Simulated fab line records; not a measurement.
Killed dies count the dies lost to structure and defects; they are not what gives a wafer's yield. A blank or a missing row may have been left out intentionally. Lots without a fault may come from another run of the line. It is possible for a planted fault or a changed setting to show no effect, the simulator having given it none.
Chamber matching || flow n5_finfet || N5_FIN_CUT_DESCUM_13 on rie_diel-03 has 4 sister chambers
The step chemistry O2, time 7 s. 20 wafers are shown with their chamber, then 10 later ones without.

== WAFERS WITH THEIR CHAMBER ==
{"wafer": "L076.1", "chamber": 1, "showerhead_plenum_p_Torr (Torr)": 2.09, "throttle_valve_pct (%)": 20.20, "drypump_motor_current_A (A)": 6.0}
{"wafer": "L076.2", "chamber": 2, "showerhead_plenum_p_Torr (Torr)": 2.00, "throttle_valve_pct (%)": 20.34, "drypump_motor_current_A (A)": 6.0}
{"wafer": "L076.6", "chamber": 2, "showerhead_plenum_p_Torr (Torr)": 2.00, "throttle_valve_pct (%)": 20.30, "drypump_motor_current_A (A)": 6.0}
{"wafer": "L078.1", "chamber": 0, "showerhead_plenum_p_Torr (Torr)": 2.08, "throttle_valve_pct (%)": 20.71, "drypump_motor_current_A (A)": 6.4}
{"wafer": "L078.2", "chamber": 2, "showerhead_plenum_p_Torr (Torr)": 2.00, "throttle_valve_pct (%)": 20.34, "drypump_motor_current_A (A)": 6.0}
{"wafer": "L078.4", "chamber": 3, "showerhead_plenum_p_Torr (Torr)": 2.01, "throttle_valve_pct (%)": 20.54, "drypump_motor_current_A (A)": 5.7}
{"wafer": "L079.1", "chamber": 3, "showerhead_plenum_p_Torr (Torr)": 2.01, "throttle_valve_pct (%)": 20.55, "drypump_motor_current_A (A)": 5.7}
{"wafer": "L079.3", "chamber": 1, "showerhead_plenum_p_Torr (Torr)": 2.09, "throttle_valve_pct (%)": 20.22, "drypump_motor_current_A (A)": 6.0}
{"wafer": "L079.6", "chamber": 1, "showerhead_plenum_p_Torr (Torr)": 2.09, "throttle_valve_pct (%)": 20.21, "drypump_motor_current_A (A)": 6.0}
{"wafer": "L081.1", "chamber": 0, "showerhead_plenum_p_Torr (Torr)": 2.08, "throttle_valve_pct (%)": 20.72, "drypump_motor_current_A (A)": 6.4}
{"wafer": "L081.4", "chamber": 2, "showerhead_plenum_p_Torr (Torr)": 2.00, "throttle_valve_pct (%)": 20.34, "drypump_motor_current_A (A)": 6.1}
{"wafer": "L081.6", "chamber": 1, "showerhead_plenum_p_Torr (Torr)": 2.09, "throttle_valve_pct (%)": 20.20, "drypump_motor_current_A (A)": 6.0}
{"wafer": "L084.4", "chamber": 1, "showerhead_plenum_p_Torr (Torr)": 2.09, "throttle_valve_pct (%)": 20.22, "drypump_motor_current_A (A)": 5.9}
{"wafer": "L084.5", "chamber": 3, "showerhead_plenum_p_Torr (Torr)": 2.00, "throttle_valve_pct (%)": 20.56, "drypump_motor_current_A (A)": 5.7}
{"wafer": "L084.6", "chamber": 0, "showerhead_plenum_p_Torr (Torr)": 2.08, "throttle_valve_pct (%)": 20.73, "drypump_motor_current_A (A)": 6.4}
{"wafer": "L085.3", "chamber": 2, "showerhead_plenum_p_Torr (Torr)": 2.00, "throttle_valve_pct (%)": 20.36, "drypump_motor_current_A (A)": 6.1}
{"wafer": "L085.4", "chamber": 1, "showerhead_plenum_p_Torr (Torr)": 2.09, "throttle_valve_pct (%)": 20.20, "drypump_motor_current_A (A)": 5.9}
{"wafer": "L085.5", "chamber": 3, "showerhead_plenum_p_Torr (Torr)": 2.00, "throttle_valve_pct (%)": 20.55, "drypump_motor_current_A (A)": 5.7}
{"wafer": "L090.1", "chamber": 2, "showerhead_plenum_p_Torr (Torr)": 1.99, "throttle_valve_pct (%)": 20.36, "drypump_motor_current_A (A)": 6.1}
{"wafer": "L090.2", "chamber": 3, "showerhead_plenum_p_Torr (Torr)": 2.00, "throttle_valve_pct (%)": 20.56, "drypump_motor_current_A (A)": 5.7}

SIGNATURES (means of the wafers above)
{"reading": "showerhead_plenum_p_Torr", "chamber 0": 2.0800, "chamber 1": 2.0900, "chamber 2": 1.9983, "chamber 3": 2.0040, "scatter within a chamber": 0.00356}
{"reading": "throttle_valve_pct", "chamber 0": 20.7200, "chamber 1": 20.2083, "chamber 2": 20.3400, "chamber 3": 20.5520, "scatter within a chamber": 0.0145}
{"reading": "drypump_motor_current_A", "chamber 0": 6.400, "chamber 1": 5.967, "chamber 2": 6.050, "chamber 3": 5.700, "scatter within a chamber": 0.0421}
Rule: distance of a wafer from a chamber = root of the sum over the readings of ((wafer's reading minus chamber's mean) / reading's scatter) squared. The wafer belongs to the nearest chamber; if the next one is less than 2 further off, it can't be placed. How the scatter is found: for the shown wafers, subtract from each reading the mean of its chamber, square and add these, divide the total by (wafers less chambers), then take the root.

== WAFERS WHOSE CHAMBER IS MISSING ==
{"wafer": "L090.4", "showerhead_plenum_p_Torr (Torr)": 1.99, "throttle_valve_pct (%)": 20.35, "drypump_motor_current_A (A)": 6.0}
{"wafer": "L093.1", "showerhead_plenum_p_Torr (Torr)": 2.08, "throttle_valve_pct (%)": 20.25, "drypump_motor_current_A (A)": 6.0}
{"wafer": "L093.2", "showerhead_plenum_p_Torr (Torr)": 2.00, "throttle_valve_pct (%)": 20.58, "drypump_motor_current_A (A)": 5.7}
{"wafer": "L093.5", "showerhead_plenum_p_Torr (Torr)": 2.08, "throttle_valve_pct (%)": 20.23, "drypump_motor_current_A (A)": 6.0}
{"wafer": "L096.3", "showerhead_plenum_p_Torr (Torr)": 2.07, "throttle_valve_pct (%)": 20.39, "drypump_motor_current_A (A)": 6.4}
{"wafer": "L096.5", "showerhead_plenum_p_Torr (Torr)": 1.99, "throttle_valve_pct (%)": 20.39, "drypump_motor_current_A (A)": 6.1}
{"wafer": "L096.6", "showerhead_plenum_p_Torr (Torr)": 2.07, "throttle_valve_pct (%)": 20.38, "drypump_motor_current_A (A)": 6.4}
{"wafer": "L097.2", "showerhead_plenum_p_Torr (Torr)": 1.99, "throttle_valve_pct (%)": 20.58, "drypump_motor_current_A (A)": 5.7}
{"wafer": "L097.3", "showerhead_plenum_p_Torr (Torr)": 2.08, "throttle_valve_pct (%)": 20.25, "drypump_motor_current_A (A)": 6.0}
{"wafer": "L097.5", "showerhead_plenum_p_Torr (Torr)": 2.07, "throttle_valve_pct (%)": 20.40, "drypump_motor_current_A (A)": 6.4}

== CHAMBER TAKEN BY EACH ==
{"wafer": "L090.4", "from the rows above": 2, "in truth": 2}
{"wafer": "L093.1", "from the rows above": 1, "in truth": 1}
{"wafer": "L093.2", "from the rows above": 3, "in truth": 3}
{"wafer": "L093.5", "from the rows above": 1, "in truth": 1}
{"wafer": "L096.3", "from the rows above": 1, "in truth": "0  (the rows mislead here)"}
{"wafer": "L096.5", "from the rows above": 2, "in truth": 2}
{"wafer": "L096.6", "from the rows above": 1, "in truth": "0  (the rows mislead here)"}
{"wafer": "L097.2", "from the rows above": 3, "in truth": 3}
{"wafer": "L097.3", "from the rows above": 1, "in truth": 1}
{"wafer": "L097.5", "from the rows above": 1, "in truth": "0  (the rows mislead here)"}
Correctly placed: 7 of 10. Can't be placed from these rows: 0. 3 placed wrongly.
